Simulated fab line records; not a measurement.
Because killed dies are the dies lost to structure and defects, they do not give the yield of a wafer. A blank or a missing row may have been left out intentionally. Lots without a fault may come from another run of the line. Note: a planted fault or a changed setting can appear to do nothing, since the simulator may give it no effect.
Problem report in the 8D (eight disciplines) form, filled by code -- flow nand harc -- the parts of the form that need people (team, actions taken, sign-off) are left out

## 1. THE ISSUE
Wafers without a fault read 100.0 nm, standard deviation 0.58; cd nm at NHARC_A_SGD_CUT_CD_MEAS_09 reads a mean of 72.3 nm on 6 wafers belonging to 2 lots. That puts it -48 standard deviations away from the usual mean.
The step: target cd 100 nm.
Seen first at day 26 05:01 on cd sem-03, wafer L241.1. At this step, 36 wafers from 12 lots have a number in the record. Rule for "out" (also "out of limits"): further than 4 standard deviations from the usual mean. All remaining wafers that have a number are taken as sound.

## 2. WHAT IT IS, WHAT IT ISN'T
question,is,is not
which readings at this step,cd nm,-
which lots,"L241, L244","L224, L226, L227, L231, L233, L235, L236, L237, L240, L246"
which wafers of those lots,all that have a number,-
read on which gauges,cd sem-03,"cd sem-01, cd sem-02"
when,from day 26 05:01,"up to then (24 sound wafers); but 6 sound wafers of L240, L246 came after"

## 3. WHAT RULES OUT EACH SUSPECT
Counting: any tool at a process step up to the reading is kept as a suspect provided that every lot that is out went through it and no sound lot did after the first of them.
- the gauge at NHARC_A_SGD_CUT_CD_MEAS_09: ruled out. All the wafers that are out were read on cd sem-03, but those of them that NHARC_A_SGD_CUT_EXPOSE_06 has rows for are out there too, on other tools.
- arfi scanner-02 at NHARC_A_SGD_CUT_EXPOSE_06 (exposes mask SGD): kept. All lots that are out passed through it, beginning with L241 at day 26 04:52, and no sound lot followed; its final sound lot before that point was L237 at day 24 09:14. Out on those wafers are its own readings of exposure dose mJ cm2.
After counting, what remains is arfi scanner-02 at NHARC_A_SGD_CUT_EXPOSE_06.

## 4. THE CAUSE (what the simulator had put in)
Process parameters drifting: arfi scanner-02 at NHARC_A_SGD_CUT_EXPOSE_06, beginning at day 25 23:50. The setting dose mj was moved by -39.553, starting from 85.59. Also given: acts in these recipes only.
This tool alone remained once counting was done.

## 5. THE EFFECT CHAIN, in route order
One row per reading whose mean, taken over the struck wafers that have a number, lies over 3 standard deviations from the usual. Only readings whose record carries a usual standard deviation are examined. hours: median over the lots of the time between each lot's start at the first step of this table that gives one and its start at this step. sigmas: the change, counted in usual standard deviations.
hours,step,reading,usual,on struck wafers,change,sigmas
0,NHARC_A_SGD_CUT_EXPOSE_06,exposure dose mJ cm2,85.55,49.83,-35.72,-99 or more
0,NHARC_A_SGD_CUT_CD_MEAS_09,cd nm,100.0 nm,72.3,-27.7,-48
Here are the process steps it includes:
- NHARC_A_SGD_CUT_EXPOSE_06: exposes mask SGD.
Later steps that measure or inspect, where all struck wafers having a row at the step show a number for every such reading and not one has moved that far: NHARC_A_SGD_CUT_OVL_MEAS_10.

## 6. WHAT WOULD HAVE CAUGHT IT SOONER
The first out-of-limits reading at a measuring or inspecting step in this record came at day 26 05:01, 5 hours after the fault's start at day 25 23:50.
The tool's own readings at NHARC_A_SGD_CUT_EXPOSE_06 were out on every struck wafer that the step has a row for (exposure dose mJ cm2): an alarm limit on them would have fired on the first of those.
Of the lots that are out (2), L244 began NHARC_A_SGD_CUT_EXPOSE_06 on arfi scanner-02 after day 26 05:01. It would have been spared by a hold on the tool at that moment.
